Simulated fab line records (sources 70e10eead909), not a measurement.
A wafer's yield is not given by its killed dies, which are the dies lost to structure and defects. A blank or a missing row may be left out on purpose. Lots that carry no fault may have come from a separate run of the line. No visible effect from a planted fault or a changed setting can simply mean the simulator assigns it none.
fab line records | flow nand_harc
[record] lots = 5 wafers = 15 last_day = 34
route steps=1302 shown P_CONTACT@217
lots with no fault: from the same line, run without faults
start_h: start of the lot's first displayed wafer, in hours after the record's first day | wait_h: hours from the lot's prior step to this one | " identical to the entry in the row above | L1.1+2: a single row standing in for several wafers | - no value present, or no start provided | * or withheld: withheld | < > ~ a bound
route shown NAME@n: a module of which the file shows steps, and the number in the route of the first | usual: mean/standard deviation of fault-free wafers | same: alike in all rows | chamber/n: place in a boat | sites: the reading at each site | _std_site: standard deviation across them | _edge_site: the outer-site mean with the inner-site mean subtracted | radius_mm: for every site, how far away it sits from the centre of the wafer | mask NAME#n: copy n | behind: the most recent tool/chamber to have shaped the wafer | hold: why the lot went on hold/how many hours it stayed there/how the hold came to an end | device: the transistor (n, p or np) that didn't switch | end of line: the tests these same wafers got at the end of their route | where a step has no rows: the recipe by itself | killed: dies lost to structure and defects at the first sort, not the wafer's yield | map: dies across one wafer; x = killed, . = not, _ = none there
set.NAME: the run value of the setting; set.NAME@STEP: its run value at that earlier step | model.NAME: the simulator's own value behind a step, which no gauge read
lots at some steps of the route; a table a step, a row a wafer
services: from which hour (start_h, from the record's first day; less than 0 if before it) a tool's chamber was out of use, for how many hours, and why
[[steps]]
[step NHARC_P_CONTACT_DEP_30]
[recipe] target_thk_a = 300 temp_c = 400 target_thk_nm = 30 flow_sccm = 200 rf_w = 450 material = SiNx
[usual] heater_power_outer_w = 429/76 heater_power_w = 736/83
// columns lot.wafer tool chamber start_h wait_h heater_power_outer_w heater_power_w
L914.3 pecvd-02 1 151.29 0.1 394 697
L914.4 " 2 " " 493 819
L914.5 " 0 " " 585 941
L917.3 pecvd-04 0 180.70 0.1 247 567
L917.5 " 2 " " 412 670
L917.6 " 0 " " 253 565
L922.1 pecvd-04 0 232.65 0.1 307 679
L922.4 " 0 " " 310 642
L922.6 " 1 " " 441 697
L932.2 pecvd-01 0 336.88 0.1 503 809
L932.6 " 2 " " 472 816
L932.5 " 0 " " 502 816
L933.1 pecvd-04 0 348.25 0.1 288 608
L933.2 " 2 " " 409 673
L933.5 " 2 " " 397 681
[step NHARC_P_CONTACT_DEP_00]
[recipe] target_thk_a = 5000 temp_c = 400 pressure_torr = 6.5 rf_w = 900 teos_flow_sccm = 161.4 flow_sccm = 2650 target_thk_nm = 500 gas = O2 material = SiO2
[usual] heater_power_outer_w = 307/86 heater_power_w = 573/95 throttle_valve_pct = 16.0/0.72
// columns lot.wafer tool chamber start_h wait_h heater_power_outer_w heater_power_w throttle_valve_pct
L914.3 pecvd-02 1 - - 229 476 16.0
L914.4 " 2 " " 422 718 16.4
L914.5 " 0 " " 346 610 16.0
L917.3 pecvd-04 0 - - 153 453 16.5
L917.5 " 2 " " 269 495 17.1
L917.6 " 0 " " 167 496 16.9
L922.1 pecvd-04 0 - - 202 524 16.4
L922.4 " 0 " " 219 536 16.6
L922.6 " 1 " " 393 645 15.8
L932.2 pecvd-01 0 - - 340 607 15.4
L932.6 " 2 " " 372 730 13.9
L932.5 " 0 " " 369 642 15.4
L933.1 pecvd-04 0 - - 115 392 16.4
L933.2 " 2 " " 334 581 16.6
L933.5 " 2 " " 227 440 16.6
[step NHARC_P_CONTACT_CMP_01]
[recipe] target_thk_nm = 200 material = SiO2
[step NHARC_P_CONTACT_SRD_03]
[step NHARC_P_CONTACT_DEHYDRATE_04]
[recipe] temp_c = 150 time_s = 120
[step NHARC_P_CONTACT_HMDS_05]
[recipe] time_s = 30
[step NHARC_P_CONTACT_COAT_33]
[recipe] temp_c = 260 time_s = 75
[step NHARC_P_CONTACT_COAT_34]
[recipe] temp_c = 225 time_s = 65
[step NHARC_P_CONTACT_COAT_06]
[recipe] spin_rpm = 1500 resist_thk_nm = 90
[step NHARC_P_CONTACT_SOFTBAKE_07]
[recipe] temp_c = 105 time_s = 55
[step NHARC_P_CONTACT_EBR_08]
[step NHARC_P_CONTACT_EXPOSE_09]
[recipe] na = 1.35 target_cd_nm = 90 dose_mj = 81.26 mask_id = P_CA
[usual] exposure_dose_mJ_cm2 = 81.21/0.091 focus_offset_nm = 0.0/0.54
// columns lot.wafer tool chamber start_h wait_h mask exposure_dose_mJ_cm2 focus_offset_nm
L914.3 arfi_scanner-02 0 152.62 - P_CA#0 81.17 0.7
L914.4 " 0 " " P_CA#0 81.17 -0.1
L914.5 " 0 " " P_CA#0 81.25 0.4
L917.3 arfi_scanner-01 0 182.03 - P_CA#0 81.24 -0.3
L917.5 " 0 " " P_CA#0 81.30 -0.2
L917.6 " 0 " " P_CA#0 81.19 0.7
L922.1 arfi_scanner-02 0 233.91 - P_CA_R1#0 81.13 -0.6
L922.4 " 0 " " P_CA_R1#0 81.29 -0.4
L922.6 " 0 " " P_CA_R1#0 81.08 -1.0
L932.2 arfi_scanner-02 0 338.21 - P_CA#0 81.14 0.0
L932.5 " 0 " " P_CA#0 81.15 0.0
L932.6 " 0 " " P_CA#0 81.30 -0.6
L933.1 arfi_scanner-03 0 349.65 - P_CA#0 81.38 0.5
L933.2 " 0 " " P_CA#0 81.35 -0.2
L933.5 " 0 " " P_CA#0 81.39 -0.2
[step NHARC_P_CONTACT_PEB_10]
[recipe] peb_temp_c = 100 peb_time_s = 65
[step NHARC_P_CONTACT_DEVELOP_11]
[recipe] develop_time_s = 35 dev_temp_c = 23
[step NHARC_P_CONTACT_CD_MEAS_12]
[recipe] target_cd_nm = 90 landing_energy_ev = 500
[usual] cd_nm = 90.0/0.61
// columns lot.wafer tool chamber start_h wait_h cd_nm
L914.3 cd_sem-02 0 152.76 - 90.1
L914.4 " 0 " " 90.7
L914.5 " 0 " " 90.7
L917.3 cd_sem-03 0 182.16 - 89.0
L917.5 " 0 " " 89.4
L917.6 " 0 " " 89.5
L922.1 cd_sem-03 0 234.05 - 97.3
L922.4 " 0 " " 97.0
L922.6 " 0 " " 97.2
L932.2 cd_sem-03 0 338.35 - 91.1
L932.5 " 0 " " 90.1
L932.6 " 0 " " 90.8
L933.1 cd_sem-01 0 349.79 - 89.3
L933.2 " 0 " " 89.9
L933.5 " 0 " " 90.3
[step NHARC_P_CONTACT_OVL_MEAS_13]
[usual] overlay_x_nm = -0.2/0.84 overlay_y_nm = -0.2/0.94
// columns lot.wafer tool chamber start_h wait_h overlay_x_nm overlay_y_nm
L914.3 overlay-02 - 152.84 - 0.9 -0.2
L914.4 " - " " 1.2 -0.6
L914.5 " - " " 1.2 -0.1
L917.3 overlay-02 - 182.25 - -0.3 0.4
L917.5 " - " " -0.7 0.1
L917.6 " - " " 0.0 0.2
L922.1 overlay-01 - 234.14 - -1.1 1.4
L922.4 " - " " -0.9 1.8
L922.6 " - " " -1.7 1.4
L932.2 overlay-01 - 338.43 - -1.0 -0.8
L932.5 " - " " -1.0 -0.7
L932.6 " - " " -0.3 -0.8
L933.1 overlay-01 - 349.88 - -0.4 1.2
L933.2 " - " " -0.5 0.3
L933.5 " - " " 0.2 0.7
[step NHARC_P_CONTACT_INSPECT_14]
[usual] raw_defect_count = 4.4/2.4
// columns lot.wafer tool chamber start_h wait_h raw_defect_count
L914.3 defect_inspect-02 - 152.88 0.0 6
L914.4 " - " " 7
L914.5 " - " " 10
L917.3 defect_inspect-01 - 182.28 0.0 5
L917.5 " - " " 1
L917.6 " - " " 5
L922.1 defect_inspect-02 - 234.18 0.0 2
L922.4 " - " " 1
L922.6 " - " " 1
L932.2 defect_inspect-02 - 338.47 0.0 1
L932.5 " - " " 3
L932.6 " - " " 2
L933.1 defect_inspect-01 - 349.91 0.0 3
L933.2 " - " " 3
L933.5 " - " " 5
[step NHARC_P_CONTACT_DESCUM_17]
[recipe] time_s = 3 o2_flow_sccm = 200 ar_flow_sccm = 0 bias_power_w = 0 chemistry = O2
[usual] drypump_motor_current_A = 5.7/0.46 oes_product_au = 1.000/0.0089 rf_vpp_V = 58.0/0.87 showerhead_plenum_p_Torr = 1.96/0.065 throttle_valve_pct = 11.312/0.0088
// columns lot.wafer tool chamber start_h wait_h drypump_motor_current_A oes_product_au rf_hours_counter_h rf_vpp_V showerhead_plenum_p_Torr throttle_valve_pct model.P_CONTACT.cd_nm
L914.3 rie_diel-07 0 152.95 0.1 5.5 1.003 1.7 58.4 2.00 11.308 90.44
L914.4 " 3 " " 6.0 1.010 - 58.0 1.94 11.325 90.65
L914.5 " 1 " " 5.1 0.995 - 57.8 2.05 11.313 90.62
L917.3 rie_diel-07 2 182.37 0.1 6.4 1.006 3.1 57.3 1.85 11.307 89.52
L917.5 " 3 " " 6.0 1.004 - 57.7 1.94 11.305 89.35
L917.6 " 0 " " 5.5 1.005 - 57.7 2.00 11.304 88.98
L922.1 rie_diel-12 2 234.25 0.1 6.4 0.997 4.0 57.6 1.84 11.297 96.53
L922.4 " 3 " " 5.0 1.000 3.6 57.6 1.98 11.300 96.39
L922.6 " 1 " " 5.3 0.999 - 57.8 1.95 11.302 96.93
L932.2 rie_diel-07 0 338.55 0.1 5.5 0.999 2.0 57.5 1.99 11.304 91.61
L932.6 " 2 " " 6.4 0.994 - 57.1 1.85 11.300 90.65
L932.5 " 3 " " 6.0 0.997 - 57.5 1.94 11.321 90.15
L933.1 rie_diel-12 2 349.99 0.1 6.3 1.003 1.9 57.3 1.84 11.336 88.97
L933.2 " 0 " " 5.1 1.000 1.1 57.7 2.03 11.301 89.71
L933.5 " 1 " " 5.3 0.996 - 60.1 1.94 11.304 89.13
[step NHARC_P_CONTACT_ETCH_35]
[recipe] target_depth_a = 390 over_etch_frac = 0.3 time_s = 65 ion_energy_ev = 80 cf4_flow_sccm = 150 ar_flow_sccm = 0 rf_w = 300 bias_w = 100 chemistry = CF4
[step NHARC_P_CONTACT_ETCH_36]
[recipe] target_depth_a = 2600 over_etch_frac = 0.25 time_s = 406.25 ion_energy_ev = 200 n2_flow_sccm = 150 h2_flow_sccm = 150 ar_flow_sccm = 0 rf_w = 400 bias_w = 150 chemistry = N2/H2
[usual] bias_w = 150.0/0.46 drypump_motor_current_A = 5.6/0.46 oes_product_au = 1.001/0.0074 rf_vpp_V = 432.1/2.2 showerhead_plenum_p_Torr = 2.10/0.072 throttle_valve_pct = 14.171/0.0095
// columns lot.wafer tool chamber start_h wait_h bias_w drypump_motor_current_A oes_product_au rf_hours_counter_h rf_vpp_V showerhead_plenum_p_Torr throttle_valve_pct
L914.3 rie_diel-07 3 - - 150.2 6.0 1.009 2.1 432.2 2.07 14.178
L914.4 " 0 " " 150.8 5.5 0.994 - 433.5 2.13 14.190
L914.5 " 3 " " 150.3 6.1 1.011 - 432.0 2.07 14.182
L917.3 rie_diel-07 2 - - 151.1 6.5 1.002 3.2 427.7 1.97 14.162
L917.5 " 0 " " 150.2 5.5 0.994 - 432.9 2.13 14.180
L917.6 " 1 " " 149.6 5.1 1.000 - 433.9 2.19 14.169
L922.1 rie_diel-12 2 - - 150.5 6.4 0.994 4.1 427.4 1.96 14.162
L922.4 " 3 " " 150.7 5.0 0.994 3.7 433.6 2.11 14.176
L922.6 " 2 " " 150.6 6.4 0.997 - 428.8 1.96 14.176
L932.2 rie_diel-07 2 - - 150.0 6.5 1.005 1.9 427.0 1.97 14.177
L932.6 " 1 " " 150.1 5.2 1.000 - 435.2 2.18 14.180
L932.5 " 2 " " 149.7 6.5 0.993 - 426.5 1.97 14.168
L933.1 rie_diel-12 1 - - 150.1 5.3 0.998 2.1 432.8 2.07 14.160
L933.2 " 2 " " 150.8 6.3 1.005 2.0 428.9 1.96 14.172
L933.5 " 0 " " 150.8 5.0 0.993 - 435.6 2.17 14.170
[step NHARC_P_CONTACT_ETCH_18]
[recipe] target_depth_a = 4810 time_s = 240.5 c4f8_flow_sccm = 20 o2_flow_sccm = 10 ar_flow_sccm = withheld rf_w = 600 bias_w = 1500 chemistry = C4F8/O2/Ar
[usual] bias_w = 1500/5.1 oes_product_au = 0.956/0.021 rf_vpp_V = 982/4.4
// columns lot.wafer tool chamber start_h wait_h bias_w oes_product_au rf_hours_counter_h rf_vpp_V
L914.3 rie_diel-07 1 - - 1502 0.930 1.7 987
L914.5 " 3 " " 1501 0.938 - 980
L914.4 " 0 " " 1500 0.932 - 985
L917.3 rie_diel-07 0 - - 1505 0.954 3.6 983
L917.5 " 3 " " 1500 0.970 - 982
L917.6 " 0 " " 1503 0.949 - 983
L922.4 rie_diel-12 1 - - 1505 0.957 4.5 981
L922.1 " 2 " " 1497 0.963 4.3 973
L922.6 " 1 " " 1509 0.973 - 979
L932.2 rie_diel-07 3 - - 1499 0.958 2.4 981
L932.6 " 2 " " 1504 0.952 - 974
L932.5 " 3 " " 1500 0.957 - 980
L933.2 rie_diel-12 2 - - 1505 0.933 2.2 973
L933.1 " 0 " " 1493 0.922 1.4 987
L933.5 " 0 " " 1501 0.919 - 986
[step NHARC_P_CONTACT_STRIP_37]
[recipe] c4f8_flow_sccm = withheld o2_flow_sccm = 8 ar_flow_sccm = withheld bias_w = 0 chemistry = C4F8/O2/Ar
[step NHARC_P_CONTACT_ETCH_31]
[recipe] target_depth_a = 300 time_s = 85.7 ion_energy_ev = 120 over_etch_frac = 1 ch3f_flow_sccm = 50 o2_flow_sccm = 30 ar_flow_sccm = 200 rf_w = 500 bias_w = 100 chemistry = CH3F/O2
[usual] bias_w = 100.03/0.27 drypump_motor_current_A = 5.7/0.46 oes_product_au = 0.978/0.013 rf_vpp_V = 245.2/1.4 showerhead_plenum_p_Torr = 2.52/0.081 throttle_valve_pct = 20.663/0.009
// columns lot.wafer tool chamber start_h wait_h bias_w drypump_motor_current_A oes_product_au rf_hours_counter_h rf_vpp_V showerhead_plenum_p_Torr throttle_valve_pct model.P_CONTACT.cd_nm
L914.3 rie_diel-07 0 - - 100.21 5.5 0.963 2.1 246.3 2.56 20.665 90.94
L914.5 " 1 " " 99.59 5.1 0.971 - 247.7 2.63 20.645 90.59
L914.4 " 3 " " 100.38 6.0 0.978 - 247.3 2.50 20.662 90.24
L917.3 rie_diel-07 3 - - 100.66 6.1 0.983 3.9 246.0 2.50 20.664 91.15
L917.5 " 1 " " 99.88 5.1 0.976 - 246.0 2.63 20.652 89.12
L917.6 " 2 " " 99.83 6.4 0.981 - 244.6 2.38 20.660 86.09
L922.1 rie_diel-12 1 - - 99.73 5.3 0.989 4.6 245.5 2.50 20.676 94.92
L922.4 " 2 " " 99.85 6.4 0.971 4.3 243.8 2.37 20.673 95.52
L922.6 " 1 " " 99.94 5.2 0.986 - 242.8 2.50 20.663 95.64
L932.2 rie_diel-07 2 - - 100.18 6.5 0.950 2.2 244.9 2.38 20.658 91.93
L932.6 " 3 " " 99.94 6.1 0.982 - 244.8 2.49 20.659 92.2
L932.5 " 0 " " 99.97 5.5 0.975 - 245.1 2.56 20.647 91.51
L933.2 rie_diel-12 2 - - 100.23 6.3 0.970 2.3 242.9 2.37 20.657 91.6
L933.1 " 0 " " 100.10 5.1 0.959 1.5 245.9 2.61 20.660 87.15
L933.5 " 0 " " 100.02 5.1 0.960 - 247.0 2.61 20.680 88.27
[step NHARC_P_CONTACT_CD_MEAS_19]
[usual] cd_nm = 89.4/1.5
// columns lot.wafer tool chamber start_h wait_h cd_nm
L914.3 cd_sem-02 - 153.96 - 90.9
L914.4 " - " " 90.2
L914.5 " - " " 90.6
L917.3 cd_sem-01 - 183.22 - 91.2
L917.5 " - " " 89.2
L917.6 " - " " 86.0
L922.1 cd_sem-01 - 235.11 - 95.0
L922.4 " - " " 95.4
L922.6 " - " " 95.5
L932.2 cd_sem-01 - 339.40 - 91.9
L932.5 " - " " 91.7
L932.6 " - " " 92.1
L933.1 cd_sem-03 - 351.39 - 87.3
L933.2 " - " " 91.7
L933.5 " - " " 88.2
[step NHARC_P_CONTACT_STRIP_28]
[recipe] o2_flow_sccm = 500 ar_flow_sccm = 0 bias_w = 0 chemistry = O2
[usual] drypump_motor_current_A = 5.8/0.43 oes_product_au = 1.001/0.0075 rf_vpp_V = 58.1/0.97 showerhead_plenum_p_Torr = 3.61/0.11 throttle_valve_pct = 17.038/0.0084
[same] bias_w = 0
// columns lot.wafer tool chamber start_h wait_h drypump_motor_current_A oes_product_au rf_hours_counter_h rf_vpp_V showerhead_plenum_p_Torr throttle_valve_pct
L914.3 rie_diel-02 3 154.03 0.1 5.9 1.005 2.8 58.5 3.72 17.029
L914.4 " 2 " " 6.0 0.990 2.9 58.3 3.70 17.023
L914.5 " 3 " " 5.9 1.010 - 58.1 3.72 17.032
L917.3 rie_diel-12 1 183.29 0.1 5.3 1.007 2.8 58.5 3.58 17.044
L917.6 " 1 " " 5.3 1.003 - 59.1 3.58 17.039
L917.5 " 2 " " 6.4 1.002 - 56.3 3.40 17.035
L922.1 rie_diel-07 1 235.20 0.1 5.2 0.998 6.5 60.0 3.76 17.053
L922.4 " 2 " " 6.4 0.995 6.1 55.2 3.42 17.038
L922.6 " 0 " " 5.5 0.994 - 57.8 3.67 17.053
L932.2 rie_diel-02 0 339.49 0.1 5.6 1.008 3.1 58.0 3.53 17.032
L932.5 " 3 " " 5.8 1.004 - 58.7 3.72 17.032
L932.6 " 0 " " 5.6 1.006 - 58.5 3.53 17.021
L933.2 rie_diel-02 1 351.48 0.1 5.8 0.998 4.0 56.8 3.66 17.042
L933.1 " 2 " " 5.9 1.000 4.1 58.0 3.70 17.053
L933.5 " 1 " " 5.8 0.995 - 57.5 3.66 17.036
[[services]]
// columns tool chamber start_h hours kind
pecvd-01 - 130.00 13.0 pm
rie_diel-02 0 135.11 7.3 repair
arfi_scanner-02 - 140.00 4.0 pm
rie_diel-07 2 152.82 14.4 repair
pecvd-02 2 176.09 4.2 repair
rie_diel-12 0 189.20 18.0 repair
pecvd-04 1 202.67 2.5 repair
rie_diel-02 0 209.87 11.0 repair
rie_diel-07 0 212.98 8.6 repair
rie_diel-02 - 216.70 9.0 pm
rie_diel-12 - 218.20 0.8 repair
rie_diel-02 0 266.76 11.7 repair
rie_diel-12 0 267.04 37.2 repair
rie_diel-12 - 268.44 9.0 pm
pecvd-04 - 269.05 13.0 pm
arfi_scanner-02 - 276.57 0.9 repair
rie_diel-07 - 294.20 9.0 pm
rie_diel-07 0 306.84 2.5 repair
arfi_scanner-02 - 312.00 4.0 pm
rie_diel-12 1 312.92 2.7 repair
arfi_scanner-02 - 316.14 5.3 repair
rie_diel-02 - 319.61 0.5 repair
rie_diel-02 2 329.30 1.9 repair
rie_diel-12 3 348.33 5.5 repair
[[key]]
[first_sign] step = NHARC_P_CONTACT_EXPOSE_09 reading = mask direction = changed
[effect] step = NHARC_P_CONTACT_CD_MEAS_12 reading = cd_nm direction = up sigmas = 12 usual = 90.0 struck = 97.2
[effect] step = NHARC_P_CONTACT_CD_MEAS_19 reading = cd_nm direction = up sigmas = 3.9 usual = 89.4 struck = 95.3
[model_effect] step = NHARC_P_CONTACT_DESCUM_17 value = P_CONTACT.cd_nm without = 89.9 struck = 96.62
[model_effect] step = NHARC_P_CONTACT_ETCH_31 value = P_CONTACT.cd_nm without = 88.65 struck = 95.36
met_at NHARC_P_CONTACT_EXPOSE_09
struck_wafers L922.1,L922.4,L922.6
tester_left_out L922
onset_between 152.62 233.91
[fault] kind = wrong_mask tool = any chamber = - onset_h = 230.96 steps = NHARC_P_CONTACT_EXPOSE_09 aux_copy = P_CA_R1#0 cd_offset_nm = 6.7123 scope = struck_lots_only
// tester_left_out: of these lots the tester's yield and bins aren't shown, on N5 and GAA mostly nor the transistor test; their killed dies are dies lost to structure and defects alone, not to doping, threshold or leakage, so they don't give the yield
